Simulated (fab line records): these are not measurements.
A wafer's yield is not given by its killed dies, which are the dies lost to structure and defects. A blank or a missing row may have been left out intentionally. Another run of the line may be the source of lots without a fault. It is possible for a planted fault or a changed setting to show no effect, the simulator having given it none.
fab line records    flow n5Finfet
record: lots: 9  wafers: 26  lastDay: 19
route steps=1938 shown HKMG_FIN@430 BEOL_M4@1111 PASSIVATION@1936
lots that met no fault: from a run of the same line without faults
startH: hours from the record's first day to the start of the lot's first wafer shown    waitH: hours elapsed since this lot's preceding step    " identical to the entry in the row above    L1.1+2: several wafers, shown together as one row    - no value, or no start given    * or withheld: withheld    < > ~ a bound
route shown NAME@n: names a module that has steps shown in the file, with the first one's number in the route    usual: the fault-free wafers' mean and standard deviation    same: alike in all rows    chamber/n: place in a boat    sites: the reading at each site    _std_site: the values' standard deviation    _edge_site: mean of outer sites minus mean of inner sites    radiusMm: for every site, how far away it sits from the centre of the wafer    mask NAME#n: copy n    behind: the tool/chamber that last shaped the wafer    hold: what put the lot on hold/how long, in hours/how the hold closed    device: whichever transistor did not switch (one of n, p or np)    end of line: tests run on the same wafers once the route is complete    a step without rows: its recipe alone    killed: not the wafer's yield, but the dies lost to structure and defects at the first sort    map: a wafer's dies, x killed, . not, _ none there
set.NAME: setting as actually run; set.NAME@STEP: the setting as run at that earlier step    model.NAME: the simulator's own value behind a step, which no gauge read
a sample of lots followed through the steps of the route, with each step as a table and each wafer as a row
services: the hour from which a tool's chamber was out of use, counted from the record's first day as startH (under 0 if before that day), plus the number of hours and why
== steps ==
step: N5_HKMG_FIN_CD_MEAS_12
recipe: targetCdNm: 92.8  landingEnergyEv: 500  detector: seInlens
usual: cdNm: 92.6/0.59
lot.wafer  tool      chamber  startH  waitH  cdNm
L670.1     cdSem-01  0        72.78   -      92.3
L670.2     "         0        "       "      92.7
L670.3     "         0        "       "      91.9
L674.2     cdSem-02  0        102.87  -      92.1
L674.3     "         0        "       "      92.0
L674.4     "         0        "       "      91.7
L675.1     cdSem-01  0        105.19  -      92.4
L675.2     "         0        "       "      92.7
L675.6     "         0        "       "      92.2
L682.2     cdSem-03  0        151.86  -      93.1
L682.5     "         0        "       "      93.6
L682.6     "         0        "       "      93.4
L685.2     cdSem-01  0        163.33  -      92.2
L685.3     "         0        "       "      92.6
L685.6     "         0        "       "      92.1
L688.1     cdSem-03  0        181.74  -      92.6
L688.3     "         0        "       "      93.2
L688.6     "         0        "       "      92.5
L691.1     cdSem-01  0        200.39  -      93.0
L691.4     "         0        "       "      92.4
L691.5     "         0        "       "      92.5
L692.5     cdSem-01  0        207.84  -      93.5
L692.6     "         0        "       "      92.7
L693.2     cdSem-03  0        213.37  -      91.6
L693.3     "         0        "       "      91.9
L693.6     "         0        "       "      91.5
step: N5_HKMG_FIN_DESCUM_17
recipe: chemistry: O2  timeS: 7.9  sourcePowerW: 50  biasPowerW: 20  pressureMtorr: 20  rfFrequencyHz: 2.712e+07  tempC: 40  resist: CAR-ArF  o2FlowSccm: 225
usual: drypumpMotorCurrentA: 5.8/0.38  oesProductAu: 0.79/0.096  rfVppV: 243.1/1.3  showerheadPlenumPTorr: 2.09/0.065  throttleValvePct: 20.51/0.26
lot.wafer  tool        chamber  startH  waitH  drypumpMotorCurrentA  oesProductAu  rfHoursCounterH  rfVppV  showerheadPlenumPTorr  throttleValvePct
L670.1     rieDiel-04  3        72.86   0.0    5.9                   0.74          151              243.0   2.01                   20.20
L670.2     "           2        "       "      6.0                   0.68          231              244.0   2.13                   20.56
L670.3     "           0        "       "      5.8                   0.88          33               242.1   2.07                   20.63
L674.2     rieDiel-01  3        102.96  0.0    5.2                   0.75          178              240.9   1.99                   20.35
L674.3     "           0        "       "      6.0                   0.72          172              244.8   2.19                   20.87
L674.4     "           2        "       "      6.1                   0.72          -                243.3   2.08                   20.56
L675.1     rieDiel-05  3        105.33  0.0    6.6                   0.70          215              245.2   2.15                   20.36
L675.2     "           1        "       "      5.8                   0.68          248              244.2   2.08                   20.95
L675.6     "           2        "       "      5.1                   0.85          -                245.1   2.20                   20.24
L682.2     rieDiel-04  0        152.06  0.1    5.7                   0.84          69               242.9   2.05                   20.67
L682.5     "           0        "       "      5.7                   0.84          -                241.4   2.05                   20.67
L682.6     "           3        "       "      6.0                   0.73          -                241.8   2.00                   20.25
L685.2     rieDiel-04  0        163.42  0.0    5.7                   0.82          74               242.1   2.05                   20.68
L685.3     "           2        "       "      6.1                   0.97          4                244.7   2.12                   20.27
L685.6     "           3        "       "      6.0                   0.72          -                241.4   2.00                   20.24
L688.1     rieDiel-04  3        181.85  0.1    6.0                   0.71          189              242.5   2.00                   20.26
L688.3     "           2        "       "      6.1                   0.93          11               244.1   2.11                   20.30
L688.6     "           2        "       "      6.0                   0.94          -                244.0   2.11                   20.30
L691.1     rieDiel-01  0        200.69  0.2    6.0                   0.70          205              245.2   2.18                   20.94
L691.4     "           1        "       "      5.5                   0.90          33               242.5   2.05                   20.58
L691.5     "           3        "       "      5.2                   0.72          -                240.2   1.97                   20.42
L692.5     rieDiel-05  1        207.94  0.0    5.7                   0.89          -                242.6   2.07                   20.64
L692.6     "           2        "       "      5.1                   0.81          -                244.2   2.19                   20.29
L693.2     rieDiel-01  2        213.85  0.4    6.1                   0.68          245              241.3   2.06                   20.65
L693.3     "           1        "       "      5.5                   0.87          39               242.7   2.05                   20.58
L693.6     "           1        "       "      5.5                   0.88          -                242.6   2.05                   20.58
step: N5_HKMG_FIN_ETCH_32
recipe: chemistry: N2/H2  target: SOC  targetDepthA: 2400  tempC: 40  timeS: 300  ionEnergyEv: 200  maskMaterial: SiARC  pressureMtorr: 30  sourceW: 840  biasW: 150  n2FlowSccm: 200  h2FlowSccm: 200
usual: biasW: 149.9/0.49  drypumpMotorCurrentA: 5.8/0.38  oesProductAu: 0.78/0.096  rfVppV: 523.8/2.5  showerheadPlenumPTorr: 2.54/0.085  throttleValvePct: 17.93/0.27
lot.wafer  tool        chamber  startH  waitH  biasW  drypumpMotorCurrentA  oesProductAu  rfHoursCounterH  rfVppV  showerheadPlenumPTorr  throttleValvePct
L670.1     rieDiel-04  3        72.96   0.0    150.0  6.0                   0.76          151              519.9   2.43                   17.62
L670.2     "           2        "       "      148.9  6.1                   0.69          231              526.8   2.62                   18.23
L670.3     "           0        "       "      149.6  5.7                   0.88          33               523.1   2.50                   17.93
L674.2     rieDiel-01  3        103.05  0.0    149.9  5.2                   0.74          178              520.0   2.42                   17.82
L674.3     "           0        "       "      149.3  6.0                   0.70          172              525.7   2.64                   18.21
L674.4     "           2        "       "      150.3  6.1                   0.71          -                524.1   2.52                   17.95
L675.1     rieDiel-05  3        105.42  0.0    150.4  6.6                   0.69          215              527.2   2.62                   17.86
L675.2     "           1        "       "      149.8  5.8                   0.67          248              523.9   2.51                   18.38
L675.6     "           2        "       "      150.0  5.1                   0.83          -                526.7   2.70                   17.75
L682.2     rieDiel-04  0        152.15  0.0    150.3  5.7                   0.83          69               521.6   2.48                   17.99
L682.5     "           0        "       "      150.4  5.7                   0.83          -                522.3   2.48                   18.00
L682.6     "           3        "       "      150.3  6.0                   0.74          -                520.3   2.42                   17.67
L685.2     rieDiel-04  0        163.51  0.0    137.8  5.7                   0.81          74               496.1   2.48                   18.01
L685.3     "           2        "       "      138.1  6.1                   0.94          4                499.1   2.60                   17.88
L685.6     "           3        "       "      138.8  6.0                   0.71          -                495.8   2.42                   17.67
L688.1     rieDiel-04  3        181.94  0.0    139.1  6.0                   0.72          189              494.5   2.42                   17.67
L688.3     "           2        "       "      137.8  6.1                   0.91          11               499.0   2.60                   17.90
L688.6     "           2        "       "      138.4  6.1                   0.92          -                499.2   2.60                   17.90
L691.1     rieDiel-01  0        200.78  0.0    150.0  6.0                   0.69          205              525.9   2.63                   18.27
L691.4     "           1        "       "      150.6  5.5                   0.90          33               522.7   2.48                   17.91
L691.5     "           3        "       "      150.5  5.2                   0.70          -                521.2   2.40                   17.88
L692.5     rieDiel-05  1        208.10  0.1    150.1  5.8                   0.88          -                522.2   2.50                   18.04
L692.6     "           2        "       "      149.9  5.1                   0.79          -                527.1   2.68                   17.81
L693.2     rieDiel-01  2        213.94  0.0    150.2  6.1                   0.67          245              522.7   2.50                   18.02
L693.3     "           1        "       "      150.4  5.5                   0.88          39               521.9   2.48                   17.90
L693.6     "           1        "       "      150.4  5.5                   0.88          -                521.7   2.48                   17.91
step: N5_HKMG_FIN_STRIP_34
recipe: chemistry: CF4  resist: SiARC  powerW: 300  biasPowerW: 75  pressureMtorr: 50  cf4FlowSccm: 150  rfFrequencyHz: 6e+07
usual: drypumpMotorCurrentA: 5.8/0.38  oesProductAu: 0.78/0.089  rfVppV: 271.1/1.3  showerheadPlenumPTorr: 1.79/0.059  throttleValvePct: 13.64/0.26
lot.wafer  tool        chamber  startH  waitH  drypumpMotorCurrentA  oesProductAu  rfHoursCounterH  rfVppV  showerheadPlenumPTorr  throttleValvePct
L670.1     rieDiel-04  3        73.15   0.0    6.0                   0.74          151              269.7   1.71                   13.31
L670.2     "           2        "       "      6.0                   0.68          231              272.9   1.85                   13.97
L670.3     "           0        "       "      5.7                   0.87          33               270.5   1.74                   13.44
L674.2     rieDiel-01  3        103.24  0.0    5.2                   0.74          178              271.0   1.73                   13.70
L674.3     "           0        "       "      5.9                   0.73          172              272.3   1.87                   13.95
L674.4     "           2        "       "      6.1                   0.72          -                270.3   1.79                   13.84
L675.1     rieDiel-05  3        105.61  0.0    6.6                   0.70          215              271.8   1.84                   13.65
L675.2     "           1        "       "      5.8                   0.70          248              269.4   1.77                   14.04
L675.6     "           2        "       "      5.1                   0.84          -                272.5   1.90                   13.45
L682.2     rieDiel-04  0        152.34  0.0    5.7                   0.82          69               271.6   1.73                   13.52
L682.5     "           0        "       "      5.7                   0.83          -                269.9   1.73                   13.53
L682.6     "           3        "       "      6.0                   0.72          -                270.3   1.70                   13.37
L685.2     rieDiel-04  0        163.70  0.0    5.8                   0.83          74               271.7   1.73                   13.50
L685.3     "           2        "       "      6.0                   0.95          4                272.0   1.84                   13.47
L685.6     "           3        "       "      5.9                   0.72          -                270.7   1.70                   13.38
L688.1     rieDiel-04  3        182.13  0.0    6.0                   0.72          189              269.6   1.70                   13.39
L688.3     "           2        "       "      6.1                   0.90          11               272.7   1.84                   13.46
L688.6     "           2        "       "      6.1                   0.92          -                272.8   1.84                   13.47
L691.1     rieDiel-01  0        200.97  0.0    6.0                   0.71          205              272.5   1.86                   14.03
L691.4     "           1        "       "      5.5                   0.89          33               271.1   1.77                   13.66
L691.5     "           3        "       "      5.2                   0.71          -                271.0   1.72                   13.80
L692.5     rieDiel-05  1        208.21  0.0    5.7                   0.86          -                270.7   1.76                   13.54
L692.6     "           2        "       "      5.1                   0.79          -                272.9   1.89                   13.54
L693.2     rieDiel-01  2        214.13  0.0    6.1                   0.69          245              271.0   1.78                   13.93
L693.3     "           1        "       "      5.5                   0.87          40               271.2   1.77                   13.67
L693.6     "           1        "       "      5.5                   0.88          -                270.2   1.77                   13.67
step: N5_BEOL_M4_RC_MEAS_101
usual: DIBL_N: 36.5/1.7  DIBL_P: 36.6/2.2  IOFF_N: 0.16/0.033  IOFF_P: 0.22/0.035  ION_N: 671/12  ION_P: 462/7.7  SS_N: 71.6/0.54  SS_P: 73.3/0.71  VT_N: 250/3.2  VT_P: -249.9/2.9
lot.wafer  tool       chamber  startH  waitH  DIBL_N[mV/V]  DIBL_P[mV/V]  IOFF_N[nA/um]  IOFF_P[nA/um]  ION_N[uA/um]  ION_P[uA/um]  SS_N[mV/dec]  SS_P[mV/dec]  VT_N[mV]  VT_P[mV]
L670.1     prober-01  0        193.55  0.6    36.9          36.5          0.14           0.21           655           453           71.7          73.7          252       -249.5
L670.2     "          0        "       "      37.4          37.4          0.16           0.22           682           474           72.2          73.2          250       -249.0
L670.3     "          0        "       "      34.7          33.0          0.11           0.15           654           453           71.3          71.9          256       -254.7
L675.1     prober-02  0        217.45  0.0    37.7          36.2          0.16           0.26           663           473           71.5          73.5          249       -245.9
L675.2     "          0        "       "      35.9          33.7          0.13           0.22           665           469           70.6          73.4          251       -247.4
L675.6     "          0        "       "      38.8          37.7          0.18           0.29           686           477           71.5          73.4          247       -242.1
L674.2     prober-02  0        219.44  0.2    37.4          37.0          0.17           0.21           670           456           72.0          73.9          248       -250.5
L674.3     "          0        "       "      39.0          40.3          0.22           0.29           690           470           71.7          75.1          246       -246.2
L674.4     "          0        "       "      37.2          37.0          0.16           0.22           673           463           71.7          73.6          249       -251.4
L682.2     prober-01  0        285.88  0.2    39.3          39.7          0.22           0.27           694           469           72.1          73.3          247       -246.6
L682.5     "          0        "       "      37.7          36.7          0.18           0.23           657           455           72.0          73.9          249       -249.7
L682.6     "          0        "       "      37.1          36.1          0.17           0.21           667           465           71.3          73.1          248       -252.6
L685.2     prober-02  0        291.91  0.2    37.2          36.5          0.18           0.25           683           468           71.6          73.2          246       -246.9
L685.3     "          0        "       "      39.4          38.5          0.22           0.28           674           466           72.6          74.3          246       -247.4
L685.6     "          0        "       "      39.3          38.4          0.21           0.27           674           461           71.6          74.5          248       -246.6
L688.1     prober-02  0        297.10  0.0    36.9          37.8          0.15           0.20           663           458           71.4          73.1          251       -249.1
L688.3     "          0        "       "      34.0          35.1          0.12           0.16           672           459           71.1          72.3          255       -252.2
L688.6     "          0        "       "      37.2          39.4          0.17           0.23           678           466           72.3          73.4          252       -247.4
L691.1     prober-02  0        321.08  0.0    37.8          39.2          0.18           0.22           683           466           71.6          74.4          248       -250.4
L691.4     "          0        "       "      36.7          36.7          0.15           0.18           647           436           72.2          73.6          252       -255.9
L691.5     "          0        "       "      37.2          38.8          0.17           0.20           671           454           72.0          73.2          250       -255.8
L692.5     prober-01  0        322.10  0.6    37.2          37.7          0.17           0.22           670           464           71.4          74.1          249       -251.2
L692.6     "          0        "       "      38.7          39.0          0.19           0.22           680           464           72.3          73.5          247       -251.2
L693.2     prober-02  0        345.21  0.2    37.7          36.2          0.17           0.21           661           456           71.8          72.8          251       -251.5
L693.3     "          0        "       "      37.1          35.0          0.16           0.20           679           457           71.6          73.3          251       -251.8
L693.6     "          0        "       "      39.2          38.0          0.20           0.25           689           469           72.0          74.1          247       -249.3
step: N5_PASSIVATION_PROBE_49
usual: defectLimitedYield: 91.0/1.5  killed_at_M0_to_M3: 35/11  killed_at_M4_up: 15/5.5  killedAtContacts: 12/5.5  killedAtFrontEnd: 40/11  killedAtOther: 4/3.1  killedDies: 106/18  killedOpen: 70/12  killedShort: 33/8  sort_bin_5_function: 5.2/1  sort_bin_6_memory: 3.4/0.66  sort_bin_8_speed: 0.00/0.021  sortNPass: 1074/18  sortYieldPct: 91.0/1.5
same: grossDies: 1180  killedAtBackSide: 0  sort_bin_4_leakage[%]: 0
lot.wafer  tool       chamber  startH  waitH  defectLimitedYield[%]  killed_at_M0_to_M3  killed_at_M4_up  killedAtContacts  killedAtFrontEnd  killedAtOther  killedDies  killedOpen  killedShort  sort_bin_5_function[%]  sort_bin_6_memory[%]  sort_bin_8_speed[%]  sortNPass  sortYieldPct[%]
L674.2     prober-02  -        323.17  0.1    92.1                   27                  15               7                 42                2              93          56          35           4.5                     3.1                   0                    1087       92.1
L674.3     prober-02  -        323.22  0.1    90.9                   48                  12               17                27                3              107         65          40           5.3                     3.5                   0                    1073       90.9
L674.4     prober-02  -        323.27  0.2    88.3                   43                  16               16                61                2              138         89          46           7.8                     3.4                   0.08                 1042       88.3
L675.1     prober-01  -        323.72  0.0    91.4                   27                  20               10                42                2              101         69          30           5.2                     3.2                   0                    1079       91.4
L675.2     prober-01  -        323.77  0.1    90.0                   49                  21               12                32                4              118         77          40           6.4                     3.4                   0                    1062       90.0
L675.6     prober-01  -        323.97  0.3    90.2                   31                  21               19                42                3              116         82          31           5.3                     4.2                   0                    1064       90.2
L682.2     prober-02  -        390.80  0.1    89.8                   48                  15               17                39                1              120         77          43           6.2                     3.6                   0                    1060       89.8
L682.5     prober-02  -        390.95  0.2    90.8                   35                  15               17                41                1              109         72          35           5.8                     3.1                   0                    1071       90.8
L682.6     prober-02  -        391.00  0.3    91.5                   13                  11               21                47                8              100         63          32           5.3                     3.0                   0                    1080       91.5
L685.2     prober-01  -        409.57  0.1    91.1                   42                  19               8                 32                4              105         66          30           4.2                     4.7                   0                    1075       91.1
L685.3     prober-01  -        409.62  0.1    87.4                   60                  20               7                 59                3              149         105         35           8.2                     3.9                   0                    1031       87.4
L685.6     prober-01  -        409.77  0.3    88.9                   52                  17               5                 54                3              131         74          42           5.3                     4.6                   0                    1049       88.9
L688.1     prober-02  -        410.12  0.0    90.3                   23                  10               18                56                8              115         87          25           5.4                     3.8                   0                    1065       90.3
L688.3     prober-02  -        410.22  0.1    91.9                   25                  17               12                35                7              96          65          31           4.7                     3.2                   0                    1084       91.9
L688.6     prober-02  -        410.37  0.3    89.1                   27                  16               15                65                6              129         89          39           6.0                     4.3                   0                    1051       89.1
L692.5     prober-01  -        435.96  0.2    92.2                   33                  8                11                32                8              92          55          34           4.5                     2.8                   0                    1088       92.2
L692.6     prober-01  -        436.01  0.3    89.6                   46                  18               9                 45                5              123         75          39           5.8                     3.6                   0                    1057       89.6
killed by level:class
L674.2 STI_FIN_REVEAL:geometricParticle:open=9 BEOL_M0_SAQP:geometricParticle:open=7 BEOL_M4:geometricParticle:open=7 FIN_SAQP:geometricParticle:short=5 MOL_CONTACT_COAG:geometricParticle:open=5 GATE_CUT:geometricParticle:short=5 BEOL_M1:geometricParticle:open=5 FIN_SAQP:geometricParticle:open=4
L674.3 MOL_CONTACT_COAG:geometricParticle:open=12 BEOL_M2:geometricParticle:open=11 BEOL_M2:geometricParticle:short=8 BEOL_M4:geometricParticle:open=8 BEOL_M0_SAQP:geometricParticle:short=7 BEOL_M3:geometricParticle:open=7 STI_FIN_REVEAL:geometricParticle:open=5 MOL_CONTACT_COAG:geometricParticle:short=4
L674.4 STI_FIN_REVEAL:geometricParticle:open=19 MOL_CONTACT_COAG:geometricParticle:open=15 BEOL_M0_SAQP:geometricParticle:short=14 FIN_SAQP:geometricParticle:open=11 BEOL_M3:geometricParticle:open=10 FIN_SAQP:geometricParticle:short=6 GATE_CUT:geometricParticle:short=6 BEOL_M0_SAQP:geometricParticle:open=6
L675.1 MOL_CONTACT_COAG:geometricParticle:open=9 BEOL_M0_SAQP:geometricParticle:open=8 BEOL_M3:geometricParticle:open=8 STI_FIN_REVEAL:geometricParticle:open=7 DUMMY_GATE:geometricParticle:open=7 BEOL_M4:geometricParticle:open=7 GATE_CUT:geometricParticle:short=6 STARTING-WAFER:geometricParticle:short=6
L675.2 BEOL_M0:geometricParticle:open=13 MOL_CONTACT_COAG:geometricParticle:open=10 BEOL_M4:geometricParticle:open=10 BEOL_M2:geometricParticle:open=8 DUMMY_GATE:geometricParticle:open=7 BEOL_M0_SAQP:geometricParticle:short=7 BEOL_M0_SAQP:geometricParticle:open=7 FIN_SAQP:geometricParticle:short=4
L675.6 MOL_CONTACT_COAG:geometricParticle:open=11 STI_FIN_REVEAL:geometricParticle:open=10 BEOL_M4:geometricParticle:open=10 FIN_SAQP:geometricParticle:open=7 FIN_SAQP:geometricParticle:short=7 MOL_CONTACT_COAG:geometricParticle:short=7 BEOL_M2:geometricParticle:open=7 BEOL_M0:geometricParticle:open=5
L682.2 FIN_SAQP:geometricParticle:short=17 MOL_CONTACT_COAG:geometricParticle:open=13 BEOL_M2:geometricParticle:open=10 BEOL_M0:geometricParticle:open=8 BEOL_M3:geometricParticle:open=8 FIN_SAQP:geometricParticle:open=7 BEOL_M1:geometricParticle:open=7 BEOL_M0_SAQP:geometricParticle:open=6
L682.5 BEOL_M3:geometricParticle:open=17 MOL_CONTACT_COAG:geometricParticle:open=12 FIN_SAQP:geometricParticle:short=11 FIN_SAQP:geometricParticle:open=9 BEOL_M0_SAQP:geometricParticle:short=6 ILD0:geometricParticle:open=6 MOL_CONTACT_COAG:geometricParticle:short=5 BEOL_M4:geometricParticle:open=5
L682.6 MOL_CONTACT_COAG:geometricParticle:open=15 FIN_SAQP:geometricParticle:open=13 FIN_SAQP:geometricParticle:short=9 STI_FIN_REVEAL:geometricParticle:open=7 PASS1_CAP:geometricParticle:short=5 BEOL_M5:geometricParticle:short=4 GATE_CUT:geometricParticle:open=4 MOL_CONTACT_COAG:geometricParticle:short=4
L685.2 BEOL_M0_SAQP:geometricParticle:open=16 BEOL_M0_SAQP:geometricParticle:short=11 FIN_SAQP:geometricParticle:open=10 BEOL_M4:geometricParticle:open=7 GATE_CUT:geometricParticle:short=5 DUMMY_GATE:geometricParticle:open=5 MOL_CONTACT_COAG:geometricParticle:open=5 BEOL_M2:geometricParticle:open=4
L685.3 FIN_SAQP:geometricParticle:open=27 BEOL_M0_SAQP:geometricParticle:open=19 BEOL_M2:geometricParticle:open=17 FIN_SAQP:geometricParticle:short=13 BEOL_M0_SAQP:geometricParticle:short=12 BEOL_M1:geometricParticle:open=8 BEOL_M4:geometricParticle:open=8 STI_FIN_REVEAL:geometricParticle:open=7
L685.6 FIN_SAQP:geometricParticle:open=15 BEOL_M0_SAQP:geometricParticle:open=14 BEOL_M0_SAQP:geometricParticle:short=13 BEOL_M1:geometricParticle:open=12 HKMG_FIN:areaEtch=9 FIN_SAQP:geometricParticle:short=8 BEOL_M2:geometricParticle:open=6 STI_FIN_REVEAL:geometricParticle:open=5
L688.1 STI_FIN_REVEAL:geometricParticle:open=19 MOL_CONTACT_COAG:geometricParticle:open=14 FIN_SAQP:geometricParticle:open=13 FIN_SAQP:geometricParticle:short=9 BEOL_M2:geometricParticle:open=6 DUMMY_GATE:geometricParticle:open=5 BEOL_M0_SAQP:geometricParticle:open=5 MIM_TOP:geometricParticle:open=4
L688.3 MOL_CONTACT_COAG:geometricParticle:open=10 DUMMY_GATE:geometricParticle:open=9 BEOL_M0_SAQP:geometricParticle:open=7 BEOL_M4:geometricParticle:open=7 FIN_SAQP:geometricParticle:open=6 BEOL_M2:geometricParticle:open=6 BEOL_M0_SAQP:geometricParticle:short=5 STI_FIN_REVEAL:geometricParticle:open=4
L688.6 FIN_SAQP:geometricParticle:open=18 STI_FIN_REVEAL:geometricParticle:open=13 MOL_CONTACT_COAG:geometricParticle:open=12 DUMMY_GATE:geometricParticle:open=9 BEOL_M2:geometricParticle:open=9 FIN_SAQP:geometricParticle:short=8 BEOL_M4:geometricParticle:open=6 BEOL_M0_SAQP:geometricParticle:open=5
L692.5 MOL_CONTACT_COAG:geometricParticle:open=9 BEOL_M0_SAQP:geometricParticle:open=9 BEOL_M1:geometricParticle:open=7 STI_FIN_REVEAL:geometricParticle:open=5 BEOL_M0_SAQP:geometricParticle:short=5 BEOL_M2:geometricParticle:open=5 STARTING-WAFER:geometricParticle:short=4 BEOL_M4:geometricParticle:open=4
L692.6 BEOL_M0_SAQP:geometricParticle:short=11 STI_FIN_REVEAL:geometricParticle:open=9 BEOL_M0_SAQP:geometricParticle:open=9 MOL_CONTACT_COAG:geometricParticle:open=8 BEOL_M2:geometricParticle:open=8 BEOL_M3:geometricParticle:open=8 BEOL_M4:geometricParticle:open=8 HKMG_FIN:areaEtch=8
== services ==
tool        chamber  startH  hours  kind
rieDiel-04  1        60.72   -      clean
rieDiel-04  1        60.72   -      consumableReplace:focusRing
rieDiel-04  1        60.72   28.2   scheduledDown
rieDiel-04  1        60.72   28.2   ventCycle
rieDiel-01  1        93.06   -      clean
rieDiel-01  1        93.06   -      consumableReplace:focusRing
rieDiel-01  1        93.06   21.2   scheduledDown
rieDiel-01  1        93.06   21.2   ventCycle
rieDiel-04  3        107.95  21.0   repair
rieDiel-05  1        107.96  -      clean
rieDiel-05  1        107.96  -      consumableReplace:focusRing
rieDiel-05  1        107.96  15.9   scheduledDown
rieDiel-05  1        107.96  15.9   ventCycle
rieDiel-04  2        129.11  -      clean
rieDiel-04  2        129.11  -      consumableReplace:focusRing
rieDiel-04  2        129.11  21.4   scheduledDown
rieDiel-04  2        129.11  21.4   ventCycle
rieDiel-01  0        183.48  7.8    repair
rieDiel-04  -        194.32  14.6   pm
rieDiel-05  3        202.83  -      clean
rieDiel-05  3        202.83  -      consumableReplace:focusRing
rieDiel-05  3        202.83  19.2   scheduledDown
rieDiel-05  3        202.83  19.2   ventCycle
rieDiel-04  1        212.79  3.3    repair
== key ==
firstSign: step: N5_HKMG_FIN_ETCH_32  reading: biasW  direction: down  sigmas: 24  usual: *  struck: *
effect: step: N5_HKMG_FIN_ETCH_32  reading: rfVppV  direction: down  sigmas: 11  usual: 523.8  struck: 497.3
metAt N5_HKMG_FIN_ETCH_32
struckLots L685,L688
notActingAt N5_HKMG_FIN_CD_MEAS_12,N5_HKMG_FIN_DESCUM_17,N5_HKMG_FIN_STRIP_34
onsetBetween 152.15 163.51
fault: kind: processParameterDrift  tool: rieDiel-04  chamber: -  onsetH: 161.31  steps: N5_HKMG_FIN_ETCH_32  channel: biasW  offset: *  shape: step  endH: 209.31  actsIn: *  stated: *
